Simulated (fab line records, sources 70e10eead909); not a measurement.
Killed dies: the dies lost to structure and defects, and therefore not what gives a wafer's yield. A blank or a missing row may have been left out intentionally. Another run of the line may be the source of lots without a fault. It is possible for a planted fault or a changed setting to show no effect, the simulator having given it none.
Chamber matching ; flow nand-harc ; 3 sister chambers for NHARC_A_CONTACT_DEP_58 on pecvd-02
The step deposits SiON, target thk 90 nm. 3 wafers are shown with their chamber, then 8 later ones without.

WAFERS WITH THEIR CHAMBER
wafer;chamber;heater-power-outer-w (W)
L087.5;0;355
L087.6;1;653
L094.1;2;361

WAFERS WITHOUT THEIR CHAMBER
wafer;heater-power-outer-w (W)
L094.4;648
L094.5;371
L095.1;353
L095.4;400
L095.5;363
L097.3;442
L097.5;301
L097.6;549

EACH ONE'S CHAMBER
wafer;from the rows above;in truth
L094.4;1;1
L094.5;can't be placed: 2 or 0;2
L095.1;can't be placed: 0 or 2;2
L095.4;can't be placed: 2 or 0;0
L095.5;can't be placed: 2 or 0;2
L097.3;can't be placed: 2 or 0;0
L097.5;can't be placed: 0 or 2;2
L097.6;can't be placed: 1 or 2 or 0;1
Correctly placed: 1 of 8. Cannot be placed on the basis of these rows: 7; the candidates contain the true chamber in 7. Wrongly placed: 0.
How it was worked out, from the rows above alone: a wafer's distance from a chamber is the root of the sum, over the readings, of the square of ((its reading less the chamber's mean) divided by the reading's scatter). If the next closest chamber is less than 2 further off than the closest, the wafer can't be placed; otherwise it belongs to the closest. The mean given for a chamber averages the wafers shown for that chamber. The scatter: root of mean squared gap, hidden wafer to nearest shown wafer, with one shown wafer a chamber.
